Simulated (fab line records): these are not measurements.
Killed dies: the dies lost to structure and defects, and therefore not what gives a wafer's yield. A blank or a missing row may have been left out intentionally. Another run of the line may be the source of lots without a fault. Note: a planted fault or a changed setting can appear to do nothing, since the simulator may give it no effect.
Chamber matching | flow n5-finfet | N5_BEOL_M5_ILD_DEP_00 on pecvd-02 has 3 sister chambers
The step deposits SiCOH lowk from DEMS/porogen, target thk 140.64 nm, time 25.9 s. 22 wafers are shown with their chamber, then 11 later ones without.

## WAFERS WITH THEIR CHAMBER
wafer  | chamber | throttle-valve-pct (%) | showerhead-plenum-p-Torr (Torr) | heater-power-w (W)
L075.1 | 1       | 15.6                   | 5.763                           | 256
L075.4 | 1       | 15.9                   | 5.761                           | 249
L075.5 | 2       | 13.2                   | 5.725                           | 321
L076.4 | 2       | 13.3                   | 5.723                           | 260
L076.5 | 1       | 15.8                   | 5.770                           | 261
L076.6 | 0       | 13.0                   | 5.741                           | 282
L078.1 | 0       | 12.9                   | 5.739                           | 245
L078.5 | 0       | 12.8                   | 5.738                           | 248
L078.6 | 2       | 12.9                   | 5.707                           | 296
L079.1 | 0       | 12.7                   | 5.748                           | 286
L079.4 | 0       | 12.7                   | 5.750                           | 287
L079.5 | 1       | 16.0                   | 5.776                           | 229
L080.3 | 0       | 13.0                   | 5.739                           | 287
L080.4 | 0       | 13.1                   | 5.748                           | 297
L080.5 | 2       | 13.0                   | 5.721                           | 310
L082.3 | 1       | 15.5                   | 5.770                           | 201
L082.5 | 0       | 13.0                   | 5.748                           | 300
L082.6 | 1       | 15.7                   | 5.790                           | 210
L083.2 | 1       | 15.7                   | 5.769                           | 257
L083.3 | 0       | 13.0                   | 5.737                           | 261
L083.5 | 1       | 15.6                   | 5.773                           | 256
L088.4 | 2       | 13.1                   | 5.712                           | 326

SIGNATURES (averages over the wafers above)
reading                  | chamber 0 | chamber 1 | chamber 2 | scatter within a chamber
throttle-valve-pct       | 12.911    | 15.725    | 13.100    | 0.156
showerhead-plenum-p-Torr | 5.74311   | 5.77150   | 5.71760   | 0.00732
heater-power-w           | 277.00    | 239.88    | 302.60    | 23
Rule: for each reading, subtract the chamber's mean from the wafer's reading, divide by that reading's scatter and square the result; add these up over the readings and take the root, which gives the wafer's distance from the chamber. If the next closest chamber is less than 2 further off than the closest, the wafer can't be placed; otherwise it belongs to the closest. The scatter: the root of (the sum of the squares of (reading less its chamber's mean) over the shown wafers, divided by (wafers less chambers)).

## WAFERS MISSING THEIR CHAMBER
wafer  | throttle-valve-pct (%) | showerhead-plenum-p-Torr (Torr) | heater-power-w (W)
L088.5 | 15.5                   | 5.760                           | 229
L088.6 | 13.1                   | 5.752                           | 287
L091.2 | 15.8                   | 5.763                           | 239
L091.4 | 13.2                   | 5.729                           | 325
L091.6 | 15.6                   | 5.772                           | 243
L093.2 | 12.9                   | 5.745                           | 286
L093.4 | 15.9                   | 5.772                           | 266
L093.5 | 12.9                   | 5.751                           | 296
L096.2 | 13.3                   | 5.745                           | 247
L096.4 | 15.6                   | 5.774                           | 253
L096.5 | 13.1                   | 5.732                           | 253

## EACH ONE'S CHAMBER
wafer  | from the rows above     | in truth
L088.5 | 1                       | 1
L088.6 | 0                       | 0
L091.2 | 1                       | 1
L091.4 | can't be placed: 2 or 0 | 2
L091.6 | 1                       | 1
L093.2 | 0                       | 0
L093.4 | 1                       | 1
L093.5 | 0                       | 0
L096.2 | can't be placed: 0 or 2 | 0
L096.4 | 1                       | 1
L096.5 | can't be placed: 0 or 2 | 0
8 of 11 placed correctly. From these rows, 3 cannot be placed; in 3 the true chamber is one of the candidates. Number placed wrongly: 0.
